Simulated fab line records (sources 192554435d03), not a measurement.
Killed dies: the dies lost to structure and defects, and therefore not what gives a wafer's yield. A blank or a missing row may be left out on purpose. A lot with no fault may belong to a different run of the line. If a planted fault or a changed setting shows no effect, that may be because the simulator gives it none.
fab line records -- flow n5-finfet
record lots=7, wafers=21
route steps=1938 shown BEOL_M13@1696 BEOL_M14@1753 BEOL_M15@1809 PASSIVATION@1901
start-h: hours from the record's first day to the start of the lot's first wafer shown -- wait-h: how many hours have passed since the lot's step before this one -- " the same as in the row above -- L1.1+2: several wafers, shown together as one row -- - either no value or no given start -- * or withheld: withheld -- < > ~ a bound
route shown NAME@n: a module of which the file shows steps, and the number in the route of the first -- usual: mean/standard deviation of fault-free wafers -- same: alike in all rows -- chamber/n: place in a boat -- sites: the reading at each site -- _std_site: their standard deviation -- _edge_site: mean of outer sites minus mean of inner sites -- radius-mm: for every site, how far away it sits from the centre of the wafer -- mask NAME#n: copy n -- behind: the last tool/chamber to shape the wafer -- hold: why the lot was held/for how many hours/how that ended -- device: the transistor (n, p or np) that didn't switch -- end of line: the route-end tests of the same wafers -- where a step has no rows: the recipe by itself -- killed: at the first sort, the dies lost to defects and structure; wafer yield is something else -- map: a wafer's dies, marking killed ones x, the rest . and places with no die _
set.NAME: the setting as run; set.NAME@STEP: as run at that earlier step -- model.NAME: the simulator's own value behind a step, which no gauge read
lots where settings were altered on purpose, with a table for each step and a row for each wafer
## steps
# step N5_BEOL_M13_TRENCH_ETCH_34
# recipe chemistry=C4F8/O2/Ar, target=SiOC, target-depth-a=4134.7, mask-material=SOC, pressure-mtorr=30, source-w=3000, bias-w=700, Ar_flow_sccm=400, C4F8_flow_sccm=15, O2_flow_sccm=8, he-inner-torr=15, he-outer-torr=30, time-s=162.6, ion-energy-ev=250
lot.wafer,tool,chamber,start-h,wait-h,set.time-s,model.etch.depth-nm
L075.1,rie-diel-03,3,253.29,0.0,162.6,426.1
L075.2,rie-diel-03,2,253.29,0.0,186.8,490.9
L075.4,rie-diel-03,0,253.29,0.0,186.8,481
L080.3,rie-diel-05,3,292.26,0.0,183.7,459.2
L080.5,rie-diel-05,1,292.26,0.0,162.6,402.4
L080.6,rie-diel-05,0,292.26,0.0,183.7,464.6
L082.1,rie-diel-03,0,301.43,0.0,162.6,416.8
L082.3,rie-diel-03,2,301.43,0.0,162.6,423.4
L082.4,rie-diel-03,1,301.43,0.0,191.8,491.4
L084.2,rie-diel-05,1,310.69,0.0,187.7,459.7
L084.3,rie-diel-05,2,310.69,0.0,187.7,474.3
L084.4,rie-diel-05,0,310.69,0.0,162.6,406.3
L091.1,rie-diel-05,3,345.70,0.0,184.9,461.2
L091.3,rie-diel-05,1,345.70,0.0,162.6,400.1
L091.6,rie-diel-05,2,345.70,0.0,184.9,459
L092.1,rie-diel-04,1,365.58,0.0,162.6,405.3
L092.5,rie-diel-04,3,365.58,0.0,146,373.8
L092.6,rie-diel-04,2,365.58,0.0,162.6,412.5
L095.3,rie-diel-03,0,366.19,0.0,162.6,415.9
L095.4,rie-diel-03,2,366.19,0.0,162.6,423.4
L095.6,rie-diel-03,1,366.19,0.0,162.6,415.4
# step N5_BEOL_M13_STRIP_70
# recipe chemistry=C4F8/O2/Ar, resist=SiARC, rf-frequency-hz=6e+07
# step N5_BEOL_M13_OCD_MEAS_35
# usual trench-depth-nm=412/6.7
lot.wafer,tool,chamber,start-h,wait-h,set.time-s@BEOL_M13_TRENCH_ETCH_34,trench-depth-nm
L075.1,ocd-01,-,253.47,0.0,162.6,426
L075.2,ocd-01,-,253.47,0.0,186.8,491
L075.4,ocd-01,-,253.47,0.0,186.8,481
L080.3,ocd-01,-,292.43,0.0,183.7,459
L080.5,ocd-01,-,292.43,0.0,162.6,403
L080.6,ocd-01,-,292.43,0.0,183.7,464
L082.1,ocd-01,-,301.61,0.0,162.6,416
L082.3,ocd-01,-,301.61,0.0,162.6,424
L082.4,ocd-01,-,301.61,0.0,191.8,491
L084.2,ocd-01,-,310.86,0.0,187.7,460
L084.3,ocd-01,-,310.86,0.0,187.7,474
L084.4,ocd-01,-,310.86,0.0,162.6,406
L091.1,ocd-01,-,345.88,0.0,184.9,461
L091.3,ocd-01,-,345.88,0.0,162.6,400
L091.6,ocd-01,-,345.88,0.0,184.9,459
L092.1,ocd-02,-,365.75,0.0,162.6,405
L092.5,ocd-02,-,365.75,0.0,146,373
L092.6,ocd-02,-,365.75,0.0,162.6,413
L095.3,ocd-02,-,366.37,0.0,162.6,415
L095.4,ocd-02,-,366.37,0.0,162.6,423
L095.6,ocd-02,-,366.37,0.0,162.6,416
# step N5_BEOL_M13_STRIP_37
# recipe chemistry=N2/H2, power-w=1000, temp-c=250, h2-frac=0.65, overash-fraction=0.3, pressure-mtorr=withheld, n2-flow-sccm=1750, h2-flow-sccm=3250
# step N5_BEOL_M13_ETCH_38
# recipe chemistry=CF4/N2, target=SiCN, target-depth-a=675, taper-deg=2, time-s=71.9, ion-energy-ev=150, mask-material=SiO2, pressure-mtorr=40, source-w=430, bias-w=70, Ar_flow_sccm=100, cf4-flow-sccm=60, n2-flow-sccm=60
# step N5_BEOL_M13_ECD_47
# recipe material=Cu, target-thk-a=9360
# step N5_BEOL_M13_ANNEAL_48
# recipe temp-c=225, time-s=90, ambient=N2
# step N5_BEOL_M13_CMP_49
# recipe stop-on=SiOC, t-overpolish-s=17.1, down-force-psi=1, platen-rpm=50, clearing-platen-down-force-psi=1.5, clearing-platen-rpm=50, post-cmp-clean=cu-alkaline, target-thk-nm=420, clearing-platen-pad-velocity-m-s=0.99484, pad-velocity-m-s=0.99484
lot.wafer,tool,chamber,start-h,wait-h,set.time-s@BEOL_M13_TRENCH_ETCH_34,model.Cu_of_BEOL_M13_ECD_47.thk-nm
L075.1,cmp-02,3,256.07,0.3,162.6,432.2
L075.4,cmp-02,1,256.07,0.3,186.8,488.6
L075.2,cmp-02,2,256.07,0.3,186.8,498.2
L080.3,cmp-01,3,297.85,0.3,183.7,468
L080.6,cmp-01,0,297.85,0.3,183.7,471.8
L080.5,cmp-01,1,297.85,0.3,162.6,408.6
L082.3,cmp-03,2,303.68,0.2,162.6,428.8
L082.1,cmp-03,3,303.68,0.2,162.6,422.6
L082.4,cmp-03,0,303.68,0.2,191.8,496.6
L084.4,cmp-02,0,312.26,0.1,162.6,412.4
L084.3,cmp-02,2,312.26,0.1,187.7,479.4
L084.2,cmp-02,3,312.26,0.1,187.7,464.4
L091.1,cmp-03,2,348.20,0.3,184.9,468.8
L091.3,cmp-03,0,348.20,0.3,162.6,407
L091.6,cmp-03,3,348.20,0.3,184.9,465.8
L092.1,cmp-01,3,367.80,0.3,162.6,414
L092.6,cmp-01,3,367.80,0.3,162.6,420.8
L092.5,cmp-01,0,367.80,0.3,146,380.2
L095.4,cmp-03,2,368.40,0.2,162.6,430.4
L095.3,cmp-03,3,368.40,0.2,162.6,422.8
L095.6,cmp-03,2,368.40,0.2,162.6,420.8
# step N5_BEOL_M13_THK_MEAS_50
# recipe thk-meas-gauge=xrf, reads=Cu_of_BEOL_M13_ECD_47
# usual M13_THK=418/7.7
lot.wafer,tool,chamber,start-h,wait-h,set.time-s@BEOL_M13_TRENCH_ETCH_34,M13_THK[nm]
L075.1,film-metro-01,-,256.36,-,162.6,428
L075.2,film-metro-01,-,256.36,-,186.8,493
L075.4,film-metro-01,-,256.36,-,186.8,485
L080.3,film-metro-01,-,298.04,-,183.7,469
L080.5,film-metro-01,-,298.04,-,162.6,409
L080.6,film-metro-01,-,298.04,-,183.7,473
L082.1,film-metro-01,-,303.98,-,162.6,425
L082.3,film-metro-01,-,303.98,-,162.6,430
L082.4,film-metro-01,-,303.98,-,191.8,497
L084.2,film-metro-01,-,312.56,-,187.7,460
L084.3,film-metro-01,-,312.56,-,187.7,475
L084.4,film-metro-01,-,312.56,-,162.6,408
L091.1,film-metro-02,-,348.49,-,184.9,471
L091.3,film-metro-02,-,348.49,-,162.6,409
L091.6,film-metro-02,-,348.49,-,184.9,467
L092.1,film-metro-02,-,368.10,-,162.6,415
L092.5,film-metro-02,-,368.10,-,146,382
L092.6,film-metro-02,-,368.10,-,162.6,424
L095.3,film-metro-02,-,368.66,-,162.6,419
L095.4,film-metro-02,-,368.66,-,162.6,429
L095.6,film-metro-02,-,368.66,-,162.6,420
# step N5_BEOL_M13_PRE_CLEAN_52
# recipe gas=NH3, time-s=15, temp-c=withheld, rf-power-w=300
# step N5_BEOL_M13_DEP_53
# recipe material=SiCN, target-thk-a=500, temp-c=withheld, precursor=3MS/NH3, pressure-torr=3, rf-w=675, time-s=17.8
# step N5_BEOL_M13_RS_MEAS_54
# recipe thk-meas-gauge=four-point-probe, reads=Cu_of_BEOL_M13_ECD_47+Ta_of_BEOL_M13_SPUTTER_44+TaN_of_BEOL_M13_SPUTTER_43
# usual M13_RS=0.0451/0.00075
lot.wafer,tool,chamber,start-h,wait-h,set.time-s@BEOL_M13_TRENCH_ETCH_34,M13_RS[ohm/sq]
L075.1,film-metro-02,-,256.49,0.0,162.6,0.0436
L075.2,film-metro-02,-,256.49,0.0,186.8,0.0378
L075.4,film-metro-02,-,256.49,0.0,186.8,0.0385
L080.3,film-metro-01,-,298.19,0.1,183.7,0.0403
L080.5,film-metro-01,-,298.19,0.1,162.6,0.0463
L080.6,film-metro-01,-,298.19,0.1,183.7,0.0400
L082.1,film-metro-01,-,304.14,0.1,162.6,0.0447
L082.3,film-metro-01,-,304.14,0.1,162.6,0.0442
L082.4,film-metro-01,-,304.14,0.1,191.8,0.0380
L084.2,film-metro-01,-,312.69,0.1,187.7,0.0406
L084.3,film-metro-01,-,312.69,0.1,187.7,0.0394
L084.4,film-metro-01,-,312.69,0.1,162.6,0.0459
L091.1,film-metro-01,-,348.62,0.0,184.9,0.0402
L091.3,film-metro-01,-,348.62,0.0,162.6,0.0466
L091.6,film-metro-01,-,348.62,0.0,184.9,0.0405
L092.1,film-metro-02,-,368.23,0.0,162.6,0.0456
L092.5,film-metro-02,-,368.23,0.0,146,0.0499
L092.6,film-metro-02,-,368.23,0.0,162.6,0.0449
L095.3,film-metro-01,-,368.79,0.1,162.6,0.0446
L095.4,film-metro-01,-,368.79,0.1,162.6,0.0439
L095.6,film-metro-01,-,368.79,0.1,162.6,0.0449
# step N5_BEOL_M14_TRENCH_ETCH_34
# recipe chemistry=C4F8/O2/Ar, target=SiO2, target-depth-a=5566.5, mask-material=SOC, he-inner-torr=15, he-outer-torr=30, time-s=126.9, ion-energy-ev=800, pressure-mtorr=20, source-w=1905, bias-w=2040, Ar_flow_sccm=400, C4F8_flow_sccm=16, O2_flow_sccm=12
# usual rf-vpp-V=2209/34
lot.wafer,tool,chamber,start-h,wait-h,set.bias-w,rf-vpp-V
L075.1,rie-diel-06,0,259.24,0.0,2040,2153
L075.2,rie-diel-06,1,259.24,0.0,2400,2523
L075.4,rie-diel-06,3,259.24,0.0,2040,2201
L080.3,rie-diel-01,1,300.27,0.0,2040,2191
L080.5,rie-diel-01,3,300.27,0.0,2040,2197
L080.6,rie-diel-01,2,300.27,0.0,2040,2246
L082.1,rie-diel-02,1,306.55,0.0,2040,2245
L082.3,rie-diel-02,0,306.55,0.0,2040,2162
L082.4,rie-diel-02,2,306.55,0.0,2040,2234
L084.2,rie-diel-01,1,314.83,0.0,2040,2192
L084.3,rie-diel-01,0,314.83,0.0,2040,2179
L084.4,rie-diel-01,3,314.83,0.0,2040,2196
L091.1,rie-diel-01,1,351.35,0.0,1773,1985
L091.3,rie-diel-01,0,351.35,0.0,1773,1973
L091.6,rie-diel-01,3,351.35,0.0,2040,2197
L092.1,rie-diel-06,3,370.62,0.0,2040,2198
L092.5,rie-diel-06,1,370.62,0.0,2040,2256
L092.6,rie-diel-06,0,370.62,0.0,2040,2153
L095.3,rie-diel-02,2,371.30,0.0,2040,2233
L095.4,rie-diel-02,1,371.30,0.0,2040,2244
L095.6,rie-diel-02,1,371.30,0.0,2040,2245
# step N5_BEOL_M14_SPUTTER_43
# recipe material=TaN, target-thk-a=150, temp-c=50, bias-v=168.6, power-w=15000, chamber-pressure-pa=0.12, time-s=24.19
lot.wafer,tool,chamber,start-h,wait-h,set.time-s,model.TaN_of_BEOL_M14_SPUTTER_43.thk-nm
L075.1+2,pvd-sputter-02,-,262.76,0.0,22.98,14
L075.4,pvd-sputter-02,-,262.76,0.0,24.19,14.6
L080.3+5,pvd-sputter-02,-,301.58,0.0,25.52,15.8
L080.6,pvd-sputter-02,-,301.58,0.0,24.19,15
L082.1+3,pvd-sputter-02,-,307.71,0.0,24.19,14.8
L082.4,pvd-sputter-02,-,307.71,0.0,24.19,15.2
L084.2,pvd-sputter-02,-,317.15,0.0,24.19,14.8
L084.3+4,pvd-sputter-02,-,317.15,0.0,24.19,15
L091.1,pvd-sputter-03,-,352.70,0.0,21.25,13
L091.3,pvd-sputter-03,-,352.70,0.0,24.19,15
L091.6,pvd-sputter-03,-,352.70,0.0,21.25,13.2
L092.1+6,pvd-sputter-03,-,371.53,0.0,24.19,14.8
L092.5,pvd-sputter-03,-,371.53,0.0,24.19,15
L095.3+6,pvd-sputter-03,-,373.69,0.0,24.19,15.2
L095.4,pvd-sputter-03,-,373.69,0.0,24.19,15
# step N5_BEOL_M15_TRENCH_ETCH_34
# recipe chemistry=C4F8/O2/Ar, target=SiO2, target-depth-a=8729.3, he-inner-torr=15, he-outer-torr=30, time-s=199, ion-energy-ev=800, pressure-mtorr=20, source-w=1905, bias-w=2040, Ar_flow_sccm=400, C4F8_flow_sccm=16, O2_flow_sccm=12
lot.wafer,tool,chamber,start-h,wait-h,set.time-s,model.etch.depth-nm,model.coat_of_BEOL_M15_COAT_22.thk-nm
L075.1,rie-diel-04,3,266.56,0.0,199,888.3,535.6
L075.2,rie-diel-04,1,266.56,0.0,154.9,669.9,585.6
L075.4,rie-diel-04,1,266.56,0.0,154.9,664.8,587.4
L080.3,rie-diel-05,0,305.15,0.0,199,853.9,547
L080.5,rie-diel-05,0,305.15,0.0,199,859.2,547.2
L080.6,rie-diel-05,3,305.15,0.0,216.5,932.5,532
L082.1,rie-diel-03,0,311.61,0.0,168.9,735.6,573.8
L082.3,rie-diel-03,3,311.61,0.0,199,902.4,543.4
L082.4,rie-diel-03,1,311.61,0.0,199,878.4,543.4
L084.2,rie-diel-04,1,320.86,0.0,160.5,685.8,583
L084.3,rie-diel-04,2,320.86,0.0,199,881.9,538.8
L084.4,rie-diel-04,3,320.86,0.0,160.5,709.2,572.8
L091.1,rie-diel-05,2,356.13,0.0,177.6,757.6,561.4
L091.3,rie-diel-05,0,356.13,0.0,199,855.3,543
L091.6,rie-diel-05,1,356.13,0.0,199,828.3,554.8
L092.1,rie-diel-03,2,376.64,0.0,199,885.1,538.2
L092.5,rie-diel-03,2,376.64,0.0,199,891.4,537.8
L092.6,rie-diel-03,3,376.64,0.0,219.6,985.8,519.8
L095.3,rie-diel-03,0,378.44,0.0,199,861.1,542.8
L095.4,rie-diel-03,1,378.44,0.0,199,852.2,544.8
L095.6,rie-diel-03,0,378.44,0.0,199,865.4,542.6
# step N5_BEOL_M15_STRIP_36
# recipe chemistry=O2, power-w=600, temp-c=60, pressure-mtorr=30, rf-frequency-hz=6e+07, bias-power-w=0, overash-fraction=0.3, o2-flow-sccm=225
# step N5_BEOL_M15_ECD_47
# recipe material=Cu, target-thk-a=18600
# step N5_BEOL_M15_ANNEAL_48
# recipe temp-c=225, time-s=90, ambient=N2
# step N5_BEOL_M15_CMP_49
# recipe stop-on=SiO2, t-overpolish-s=4.9, down-force-psi=2, platen-rpm=80, clearing-platen-down-force-psi=2, clearing-platen-rpm=80, post-cmp-clean=cu-alkaline, target-thk-nm=850, clearing-platen-pad-velocity-m-s=1.5917, pad-velocity-m-s=1.5917
lot.wafer,tool,chamber,start-h,wait-h,set.time-s@BEOL_M15_TRENCH_ETCH_34,model.Cu_of_BEOL_M15_ECD_47.thk-nm
L075.2,cmp-01,3,270.50,0.2,154.9,649.8
L075.4,cmp-01,0,270.50,0.2,154.9,641.4
L075.1,cmp-01,2,270.50,0.2,199,864.2
L080.3,cmp-03,1,308.12,0.2,199,832.6
L080.6,cmp-03,3,308.12,0.2,216.5,910
L080.5,cmp-03,0,308.12,0.2,199,837
L082.4,cmp-04,0,314.95,0.1,199,856
L082.3,cmp-04,1,314.95,0.1,199,878.8
L082.1,cmp-04,3,314.95,0.1,168.9,711.8
L084.2,cmp-01,0,323.61,0.2,160.5,661.6
L084.4,cmp-01,1,323.61,0.2,160.5,685.4
L084.3,cmp-01,3,323.61,0.2,199,860
L091.1,cmp-03,1,360.17,0.3,177.6,734.4
L091.3,cmp-03,3,360.17,0.3,199,832.2
L091.6,cmp-03,2,360.17,0.3,199,805
L092.1,cmp-04,1,381.17,0.3,199,862.2
L092.5,cmp-04,1,381.17,0.3,199,868.6
L092.6,cmp-04,2,381.17,0.3,219.6,962.6
L095.3,cmp-04,2,381.44,0.2,199,838.4
L095.4,cmp-04,3,381.44,0.2,199,828.8
L095.6,cmp-04,2,381.44,0.2,199,842.8
# step N5_BEOL_M15_THK_MEAS_50
# recipe thk-meas-gauge=xrf, reads=Cu_of_BEOL_M15_ECD_47
# usual M15_THK=848/19
lot.wafer,tool,chamber,start-h,wait-h,set.time-s@BEOL_M15_TRENCH_ETCH_34,M15_THK[nm]
L075.1,film-metro-01,-,270.80,-,199,870
L075.2,film-metro-01,-,270.80,-,154.9,652
L075.4,film-metro-01,-,270.80,-,154.9,640
L080.3,film-metro-01,-,308.34,-,199,841
L080.5,film-metro-01,-,308.34,-,199,845
L080.6,film-metro-01,-,308.34,-,216.5,918
L082.1,film-metro-02,-,315.24,-,168.9,720
L082.3,film-metro-02,-,315.24,-,199,884
L082.4,film-metro-02,-,315.24,-,199,867
L084.2,film-metro-02,-,323.90,-,160.5,665
L084.3,film-metro-02,-,323.90,-,199,869
L084.4,film-metro-02,-,323.90,-,160.5,693
L091.1,film-metro-02,-,360.47,-,177.6,740
L091.3,film-metro-02,-,360.47,-,199,838
L091.6,film-metro-02,-,360.47,-,199,806
L092.1,film-metro-01,-,381.46,-,199,862
L092.5,film-metro-01,-,381.46,-,199,871
L092.6,film-metro-01,-,381.46,-,219.6,967
L095.3,film-metro-01,-,381.73,-,199,831
L095.4,film-metro-01,-,381.73,-,199,820
L095.6,film-metro-01,-,381.73,-,199,837
# step N5_BEOL_M15_PRE_CLEAN_52
# recipe gas=NH3, time-s=15, temp-c=withheld, rf-power-w=300
# step N5_BEOL_M15_DEP_53
# recipe material=SiCN, target-thk-a=500, temp-c=withheld, precursor=3MS/NH3, pressure-torr=3, rf-w=675, time-s=17.8
# step N5_BEOL_M15_RS_MEAS_54
# recipe thk-meas-gauge=four-point-probe, reads=Cu_of_BEOL_M15_ECD_47+Ta_of_BEOL_M15_SPUTTER_44+TaN_of_BEOL_M15_SPUTTER_43
# usual M15_RS=0.0217/0.00048
lot.wafer,tool,chamber,start-h,wait-h,set.time-s@BEOL_M15_TRENCH_ETCH_34,M15_RS[ohm/sq]
L075.1,film-metro-02,-,270.93,0.0,199,0.0212
L075.2,film-metro-02,-,270.93,0.0,154.9,0.0284
L075.4,film-metro-02,-,270.93,0.0,154.9,0.0288
L080.3,film-metro-01,-,308.47,0.1,199,0.0221
L080.5,film-metro-01,-,308.47,0.1,199,0.0220
L080.6,film-metro-01,-,308.47,0.1,216.5,0.0202
L082.1,film-metro-02,-,315.40,0.1,168.9,0.0259
L082.3,film-metro-02,-,315.40,0.1,199,0.0209
L082.4,film-metro-02,-,315.40,0.1,199,0.0215
L084.2,film-metro-01,-,324.06,0.1,160.5,0.0279
L084.3,film-metro-01,-,324.06,0.1,199,0.0214
L084.4,film-metro-01,-,324.06,0.1,160.5,0.0269
L091.1,film-metro-01,-,360.59,0.0,177.6,0.0251
L091.3,film-metro-01,-,360.59,0.0,199,0.0220
L091.6,film-metro-01,-,360.59,0.0,199,0.0229
L092.1,film-metro-01,-,381.59,0.0,199,0.0213
L092.5,film-metro-01,-,381.59,0.0,199,0.0211
L092.6,film-metro-01,-,381.59,0.0,219.6,0.0190
L095.3,film-metro-01,-,381.86,0.1,199,0.0219
L095.4,film-metro-01,-,381.86,0.1,199,0.0222
L095.6,film-metro-01,-,381.86,0.1,199,0.0218
# step N5_PASSIVATION_EXPOSE_27
# recipe mask-id=PAD, na=0.55, source-shape=conventional, sigma-outer=0.8, polarization=unpolarized, defocus-nm=0, dose-mj=32.3
lot.wafer,tool,chamber,start-h,wait-h,mask,set.dose-mj
L075.1,krf-scanner-02,0,283.51,-,PAD#0,32.3
L075.2+4,krf-scanner-02,0,283.51,-,PAD#0,31.24
L080.3+6,krf-scanner-02,0,318.44,-,PAD#0,32.3
L080.5,krf-scanner-02,0,318.44,-,PAD#0,30.42
L082.1+3+4,krf-scanner-02,0,323.04,-,PAD#0,32.3
L084.2+3+4,krf-scanner-01,0,331.65,-,PAD#0,32.3
L091.1+3+6,krf-scanner-01,0,370.83,-,PAD#0,32.3
L092.1+5+6,krf-scanner-02,0,390.77,-,PAD#0,32.3
L095.3+4+6,krf-scanner-02,0,391.99,-,PAD#0,32.3
# step N5_PASSIVATION_PEB_28
# recipe peb-temp-c=withheld, peb-time-s=*
# step N5_PASSIVATION_DEVELOP_29
# recipe develop-time-s=60, rinse-liquid=diw, dry=air-spin, dev-temp-c=21
# step N5_PASSIVATION_HARDBAKE_31
# recipe temp-c=130, time-s=120
# step N5_PASSIVATION_CD_MEAS_30
# recipe target-cd-nm=4000, landing-energy-ev=500, detector=se-inlens, polarity=opening
# usual cd-nm=3999.2/1.5
lot.wafer,tool,chamber,start-h,wait-h,set.dose-mj@PASSIVATION_EXPOSE_27,cd-nm
L075.1,cd-sem-01,0,283.69,-,32.3,3999.7
L075.2,cd-sem-01,0,283.69,-,31.24,3993.1
L075.4,cd-sem-01,0,283.69,-,31.24,3994.1
L080.3,cd-sem-02,0,318.60,-,32.3,3999.9
L080.5,cd-sem-02,0,318.60,-,30.42,3987.5
L080.6,cd-sem-02,0,318.60,-,32.3,3999.8
L082.1,cd-sem-02,0,323.22,-,32.3,4000.7
L082.3,cd-sem-02,0,323.22,-,32.3,4000.7
L082.4,cd-sem-02,0,323.22,-,32.3,4002.0
L084.2,cd-sem-02,0,331.82,-,32.3,3998.8
L084.3,cd-sem-02,0,331.82,-,32.3,3997.8
L084.4,cd-sem-02,0,331.82,-,32.3,3999.3
L091.1,cd-sem-01,0,371.01,-,32.3,4001.6
L091.3,cd-sem-01,0,371.01,-,32.3,4001.3
L091.6,cd-sem-01,0,371.01,-,32.3,3999.6
L092.1,cd-sem-02,0,390.94,-,32.3,3999.3
L092.5,cd-sem-02,0,390.94,-,32.3,4001.2
L092.6,cd-sem-02,0,390.94,-,32.3,4000.6
L095.3,cd-sem-03,0,392.16,-,32.3,4000.0
L095.4,cd-sem-03,0,392.16,-,32.3,3999.3
L095.6,cd-sem-03,0,392.16,-,32.3,3997.0
## key
split step=N5_BEOL_M13_TRENCH_ETCH_34, setting=time-s, stated=162.6, by=wafer
response step=N5_BEOL_M13_TRENCH_ETCH_34, reading=model.etch.depth-nm, change=+4.07, per=1%, r=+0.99
response step=N5_BEOL_M13_OCD_MEAS_35, reading=trench-depth-nm, change=+4.07, per=1%, r=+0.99
response step=N5_BEOL_M13_CMP_49, reading=model.Cu_of_BEOL_M13_ECD_47.thk-nm, change=+4.11, per=1%, r=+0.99
response step=N5_BEOL_M13_THK_MEAS_50, reading=M13_THK, change=+4.09, per=1%, r=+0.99
response step=N5_BEOL_M13_RS_MEAS_54, reading=M13_RS, change=-0.000404, per=1%, r=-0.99
split step=N5_BEOL_M14_TRENCH_ETCH_34, setting=bias-w, stated=2040, by=wafer
response step=N5_BEOL_M14_TRENCH_ETCH_34, reading=rf-vpp-V, change=+18.6, per=1%, r=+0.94
split step=N5_BEOL_M14_SPUTTER_43, setting=time-s, stated=24.19, by=wafer
response step=N5_BEOL_M14_SPUTTER_43, reading=model.TaN_of_BEOL_M14_SPUTTER_43.thk-nm, change=+0.15, per=1%, r=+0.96
split step=N5_BEOL_M15_TRENCH_ETCH_34, setting=time-s, stated=199, by=wafer
response step=N5_BEOL_M15_TRENCH_ETCH_34, reading=model.etch.depth-nm, change=+9.6, per=1%, r=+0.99
response step=N5_BEOL_M15_TRENCH_ETCH_34, reading=model.coat_of_BEOL_M15_COAT_22.thk-nm, change=-2.01, per=1%, r=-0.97
response step=N5_BEOL_M15_CMP_49, reading=model.Cu_of_BEOL_M15_ECD_47.thk-nm, change=+9.6, per=1%, r=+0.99
response step=N5_BEOL_M15_THK_MEAS_50, reading=M15_THK, change=+9.73, per=1%, r=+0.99
response step=N5_BEOL_M15_RS_MEAS_54, reading=M15_RS, change=-0.0003, per=1%, r=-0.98
split step=N5_PASSIVATION_EXPOSE_27, setting=dose-mj, stated=32.3, by=wafer
response step=N5_PASSIVATION_CD_MEAS_30, reading=cd-nm, change=+2.05, per=1%, r=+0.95
